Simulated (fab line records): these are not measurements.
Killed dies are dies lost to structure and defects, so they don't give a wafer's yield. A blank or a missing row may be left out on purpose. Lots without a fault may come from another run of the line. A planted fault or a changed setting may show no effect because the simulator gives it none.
Which tool was responsible? || flow nand harc || 36 wafers from 12 lots sampled at 5 of the route's 1159 steps

## WHAT THE GAUGES READ, wafer by wafer
NHARC_END_SORT_01.
{"lot": "L715", "measured": "day 22 09:44", "on": "prober-02", "killed at array": "35 41 26", "killed at other": "1 0 0", "killed at periphery": "2 2 3", "killed dies": "38 43 29", "killed open": "2 2 3", "killed short": "1 1 2"}
{"lot": "L714", "measured": "day 23 06:19", "on": "prober-01", "killed at array": "21 21 69", "killed at other": "1 0 0", "killed at periphery": "5 2 4", "killed dies": "27 23 73", "killed open": "3 4 1", "killed short": "2 4 0"}

## TOOL THAT RAN EACH LOT (tool first, then ch and the chambers of the sampled wafers, then the start)
{"lot": "L703", "NHARC_A_CONTACT_ETCH_75": "rie diel-05 ch 2,3, day 16 04:42", "NHARC_A_CONTACT_ETCH_78": "rie diel-05 ch 1,2,3, day 16 06:02 or earlier", "NHARC_A_CONTACT_ETCH_125": "har cap etch-03 ch 0,1, day 16 06:02", "NHARC_A_CONTACT_ETCH_126": "har cap etch-03 ch 0,1, day 16 06:14"}
{"lot": "L706", "NHARC_A_CONTACT_ETCH_75": "rie diel-04 ch 1,2, day 17 07:39", "NHARC_A_CONTACT_ETCH_78": "rie diel-04 ch 1,3, day 17 09:08 or earlier", "NHARC_A_CONTACT_ETCH_125": "har cap etch-02 ch 0,1, day 17 09:08", "NHARC_A_CONTACT_ETCH_126": "har cap etch-02 ch 0,1, day 17 09:19"}
{"lot": "L707", "NHARC_A_CONTACT_ETCH_75": "rie diel-05 ch 0,1, day 17 11:50", "NHARC_A_CONTACT_ETCH_78": "rie diel-05 ch 0,1,3, day 17 13:06 or earlier", "NHARC_A_CONTACT_ETCH_125": "har cap etch-01 ch 0,1, day 17 13:06", "NHARC_A_CONTACT_ETCH_126": "har cap etch-01 ch 0,1, day 17 13:14"}
{"lot": "L708", "NHARC_A_CONTACT_ETCH_75": "rie diel-04 ch 0,3, day 17 14:44", "NHARC_A_CONTACT_ETCH_78": "rie diel-04 ch 0,1,2, day 17 16:08 or earlier", "NHARC_A_CONTACT_ETCH_125": "har cap etch-02 ch 0,1, day 17 16:08", "NHARC_A_CONTACT_ETCH_126": "har cap etch-02 ch 0,1, day 17 16:16"}
{"lot": "L716", "NHARC_A_CONTACT_ETCH_75": "rie diel-04 ch 1,2,3, day 19 21:34", "NHARC_A_CONTACT_ETCH_78": "rie diel-04 ch 1,2,3, day 19 23:24 or earlier", "NHARC_A_CONTACT_ETCH_125": "har cap etch-03 ch 0,1, day 19 23:24", "NHARC_A_CONTACT_ETCH_126": "har cap etch-03 ch 0,1, day 19 23:35"}
{"lot": "L715", "NHARC_A_CONTACT_ETCH_75": "rie diel-04 ch 1,3, day 19 22:05", "NHARC_A_CONTACT_ETCH_78": "rie diel-04 ch 1,2,3, day 19 23:48 or earlier", "NHARC_A_CONTACT_ETCH_125": "har cap etch-02 ch 0,1, day 19 23:48", "NHARC_A_CONTACT_ETCH_126": "har cap etch-02 ch 0,1, day 19 23:56"}
{"lot": "L718", "NHARC_A_CONTACT_ETCH_75": "rie diel-05 ch 0,1,2, day 20 07:04", "NHARC_A_CONTACT_ETCH_78": "rie diel-05 ch 1,2, day 20 08:22 or earlier", "NHARC_A_CONTACT_ETCH_125": "har cap etch-01 ch 0,1, day 20 08:22", "NHARC_A_CONTACT_ETCH_126": "har cap etch-01 ch 0,1, day 20 08:30"}
{"lot": "L714", "NHARC_A_CONTACT_ETCH_75": "rie diel-04 ch 0,1,2, day 20 09:13", "NHARC_A_CONTACT_ETCH_78": "rie diel-04 ch 0,1,3, day 20 10:30 or earlier", "NHARC_A_CONTACT_ETCH_125": "har cap etch-01 ch 0,1, day 20 10:30", "NHARC_A_CONTACT_ETCH_126": "har cap etch-01 ch 0,1, day 20 10:38"}
{"lot": "L719", "NHARC_A_CONTACT_ETCH_75": "rie diel-05 ch 1,3, day 20 19:05", "NHARC_A_CONTACT_ETCH_78": "rie diel-05 ch 0,1, day 20 20:28 or earlier", "NHARC_A_CONTACT_ETCH_125": "har cap etch-03 ch 0,1, day 20 20:28", "NHARC_A_CONTACT_ETCH_126": "har cap etch-03 ch 0,1, day 20 20:40"}
{"lot": "L721", "NHARC_A_CONTACT_ETCH_75": "rie diel-05 ch 0,1,2, day 21 02:31", "NHARC_A_CONTACT_ETCH_78": "rie diel-05 ch 0,2,3, day 21 03:48 or earlier", "NHARC_A_CONTACT_ETCH_125": "har cap etch-01 ch 0,1, day 21 03:48", "NHARC_A_CONTACT_ETCH_126": "har cap etch-01 ch 0,1, day 21 03:56"}
{"lot": "L724", "NHARC_A_CONTACT_ETCH_75": "rie diel-07 ch 1,3, day 21 18:22", "NHARC_A_CONTACT_ETCH_78": "rie diel-07 ch 1,2, day 21 19:36 or earlier", "NHARC_A_CONTACT_ETCH_125": "har cap etch-02 ch 0,1, day 21 19:36", "NHARC_A_CONTACT_ETCH_126": "har cap etch-02 ch 0,1, day 21 19:45"}
{"lot": "L726", "NHARC_A_CONTACT_ETCH_75": "rie diel-05 ch 0,1, day 22 12:35", "NHARC_A_CONTACT_ETCH_78": "rie diel-05 ch 0,1,3, day 22 14:03 or earlier", "NHARC_A_CONTACT_ETCH_125": "har cap etch-03 ch 0,1, day 22 14:03", "NHARC_A_CONTACT_ETCH_126": "har cap etch-03 ch 0,1, day 22 14:11"}
- NHARC_A_CONTACT_ETCH_75: etches the open film in CF4, target depth 39 nm, time 65 s.
- NHARC_A_CONTACT_ETCH_78: etches the open film in O2/COS, target depth 2800 nm, time 728 s.
- NHARC_A_CONTACT_ETCH_125: etches the open film in C4F8/O2/Ar, time 155 s, target depth 956 nm.
- NHARC_A_CONTACT_ETCH_126: etches the open film in C4F8/O2/Ar, time 155 s, target depth 956 nm.

## AS READ BY THE TOOLS THEMSELVES (means over the sampled wafers that have a number; for cases with no such wafer, the mark the record gives instead)
NHARC_A_CONTACT_ETCH_75.
{"lot": "L703", "tool": "rie diel-05", "drypump motor current A (A)": 6.3, "oes product au (a.u.)": 1.006, "rf vpp V (V)": 151.5, "run length s (s)": 86.7, "showerhead plenum p Torr (Torr)": 1.77, "throttle valve pct (%)": 13.287}
{"lot": "L706", "tool": "rie diel-04", "drypump motor current A (A)": 5.3, "oes product au (a.u.)": 0.983, "rf vpp V (V)": 151.3, "run length s (s)": 86.3, "showerhead plenum p Torr (Torr)": 1.78, "throttle valve pct (%)": 13.286}
{"lot": "L707", "tool": "rie diel-05", "drypump motor current A (A)": 5.6, "oes product au (a.u.)": 0.979, "rf vpp V (V)": 152.2, "run length s (s)": 86.6, "showerhead plenum p Torr (Torr)": 1.83, "throttle valve pct (%)": 13.280}
{"lot": "L708", "tool": "rie diel-04", "drypump motor current A (A)": 5.7, "oes product au (a.u.)": 1.012, "rf vpp V (V)": 151.4, "run length s (s)": 86.3, "showerhead plenum p Torr (Torr)": 1.78, "throttle valve pct (%)": 13.286}
{"lot": "L716", "tool": "rie diel-04", "drypump motor current A (A)": 5.4, "oes product au (a.u.)": 0.998, "rf vpp V (V)": 151.0, "run length s (s)": 86.3, "showerhead plenum p Torr (Torr)": 1.80, "throttle valve pct (%)": 13.295}
{"lot": "L715", "tool": "rie diel-04", "drypump motor current A (A)": 5.2, "oes product au (a.u.)": 0.989, "rf vpp V (V)": 152.1, "run length s (s)": 70.1, "showerhead plenum p Torr (Torr)": 1.78, "throttle valve pct (%)": 13.279}
{"lot": "L718", "tool": "rie diel-05", "drypump motor current A (A)": 5.9, "oes product au (a.u.)": 0.989, "rf vpp V (V)": 151.3, "run length s (s)": 86.5, "showerhead plenum p Torr (Torr)": 1.80, "throttle valve pct (%)": 13.281}
{"lot": "L714", "tool": "rie diel-04", "drypump motor current A (A)": 5.6, "oes product au (a.u.)": 1.000, "rf vpp V (V)": 151.7, "run length s (s)": 69.9, "showerhead plenum p Torr (Torr)": 1.77, "throttle valve pct (%)": 13.285}
{"lot": "L719", "tool": "rie diel-05", "drypump motor current A (A)": 5.9, "oes product au (a.u.)": 0.997, "rf vpp V (V)": 151.4, "run length s (s)": 86.5, "showerhead plenum p Torr (Torr)": 1.77, "throttle valve pct (%)": 13.278}
{"lot": "L721", "tool": "rie diel-05", "drypump motor current A (A)": 5.9, "oes product au (a.u.)": 0.997, "rf vpp V (V)": 152.1, "run length s (s)": 86.4, "showerhead plenum p Torr (Torr)": 1.79, "throttle valve pct (%)": 13.288}
{"lot": "L724", "tool": "rie diel-07", "drypump motor current A (A)": 5.0, "oes product au (a.u.)": 0.994, "rf vpp V (V)": 151.7, "run length s (s)": 86.4, "showerhead plenum p Torr (Torr)": 1.77, "throttle valve pct (%)": 13.285}
{"lot": "L726", "tool": "rie diel-05", "drypump motor current A (A)": 5.5, "oes product au (a.u.)": 0.991, "rf vpp V (V)": 151.6, "run length s (s)": 86.5, "showerhead plenum p Torr (Torr)": 1.82, "throttle valve pct (%)": 13.284}

NHARC_A_CONTACT_ETCH_78.
{"lot": "L703", "tool": "rie diel-05", "drypump motor current A (A)": 6.0, "oes product au (a.u.)": 0.992, "rf vpp V (V)": 315.6, "run length s (s)": 749.4, "showerhead plenum p Torr (Torr)": 3.19, "throttle valve pct (%)": 28.330}
{"lot": "L706", "tool": "rie diel-04", "drypump motor current A (A)": 5.2, "oes product au (a.u.)": 0.987, "rf vpp V (V)": 314.1, "run length s (s)": 749.4, "showerhead plenum p Torr (Torr)": 3.16, "throttle valve pct (%)": 28.337}
{"lot": "L707", "tool": "rie diel-05", "drypump motor current A (A)": 6.0, "oes product au (a.u.)": 0.984, "rf vpp V (V)": 314.1, "run length s (s)": 749.8, "showerhead plenum p Torr (Torr)": 3.14, "throttle valve pct (%)": 28.324}
{"lot": "L708", "tool": "rie diel-04", "drypump motor current A (A)": 5.6, "oes product au (a.u.)": 0.994, "rf vpp V (V)": 313.4, "run length s (s)": 749.4, "showerhead plenum p Torr (Torr)": 3.13, "throttle valve pct (%)": 28.325}
{"lot": "L716", "tool": "rie diel-04", "drypump motor current A (A)": 5.4, "oes product au (a.u.)": 1.002, "rf vpp V (V)": 315.9, "run length s (s)": 749.1, "showerhead plenum p Torr (Torr)": 3.19, "throttle valve pct (%)": 28.323}
{"lot": "L715", "tool": "rie diel-04", "drypump motor current A (A)": 5.4, "oes product au (a.u.)": 0.998, "rf vpp V (V)": 314.7, "run length s (s)": 749.4, "showerhead plenum p Torr (Torr)": 3.19, "throttle valve pct (%)": 28.324}
{"lot": "L718", "tool": "rie diel-05", "drypump motor current A (A)": 5.6, "oes product au (a.u.)": 0.989, "rf vpp V (V)": 315.5, "run length s (s)": 749.5, "showerhead plenum p Torr (Torr)": 3.27, "throttle valve pct (%)": 28.328}
{"lot": "L714", "tool": "rie diel-04", "drypump motor current A (A)": 5.5, "oes product au (a.u.)": 1.005, "rf vpp V (V)": 313.7, "run length s (s)": 749.1, "showerhead plenum p Torr (Torr)": 3.14, "throttle valve pct (%)": 28.325}
{"lot": "L719", "tool": "rie diel-05", "drypump motor current A (A)": 5.6, "oes product au (a.u.)": 0.991, "rf vpp V (V)": 316.5, "run length s (s)": 749.3, "showerhead plenum p Torr (Torr)": 3.22, "throttle valve pct (%)": 28.331}
{"lot": "L721", "tool": "rie diel-05", "drypump motor current A (A)": 6.3, "oes product au (a.u.)": 0.999, "rf vpp V (V)": 313.8, "run length s (s)": 749.5, "showerhead plenum p Torr (Torr)": 3.07, "throttle valve pct (%)": 28.329}
{"lot": "L724", "tool": "rie diel-07", "drypump motor current A (A)": 5.5, "oes product au (a.u.)": 0.991, "rf vpp V (V)": 314.3, "run length s (s)": 749.5, "showerhead plenum p Torr (Torr)": 3.11, "throttle valve pct (%)": 28.337}
{"lot": "L726", "tool": "rie diel-05", "drypump motor current A (A)": 6.0, "oes product au (a.u.)": 0.995, "rf vpp V (V)": 314.4, "run length s (s)": 749.7, "showerhead plenum p Torr (Torr)": 3.12, "throttle valve pct (%)": 28.335}

## THE ANSWER, worked out from the rows above alone
Rule: what is usual is taken from the lots themselves. The widest of any qualifying gaps counts: lots, ordered by their means at a reading, are off when they make up no more than a third of the lots, leave a main group of 4 or more, and stand apart from it by 3 or more times the standard deviation of that group's means. Not used: any main group whose means are identical at the precision the tables above print for the reading. Also off: a lot with no number at a reading for which 4 or more lots have one. Any other lot the step has rows for is counted as sound. After the gauges, taken in route order, come the tools' own readings; for these a lot's mean is taken, as printed above. The first step at which some lot is off is used, and at that step the reading that is off furthest; a lot without a number counts as furthest.
Off: L715, L714, at NHARC_A_CONTACT_ETCH_75 (run length s). For the main group the mean is 86.5 s and the standard deviation 0.13.
A tool fits if, at that step or a process step before it, it ran every lot that is off, and no sound lot after the first of them. One candidate fits, namely rie diel-04 at NHARC_A_CONTACT_ETCH_75. Its last sound lot is L716 (day 19 21:34), its first lot that is off L715 (day 19 22:05): a fault that began between those two fits.
On the lots that are off, the tool's own readings at NHARC_A_CONTACT_ETCH_75 differ by more than 5 times the standard deviation of the sound lots' means, which bears it out; run length s reads 70.0 s there versus 86.5 s on the sound lots.

## WHAT HAD BEEN PUT IN BY THE SIMULATOR
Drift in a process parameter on rie diel-04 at NHARC_A_CONTACT_ETCH_75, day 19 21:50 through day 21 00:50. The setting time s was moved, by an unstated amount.
Shown lots that were struck: L715, L714. The rule above found the same.
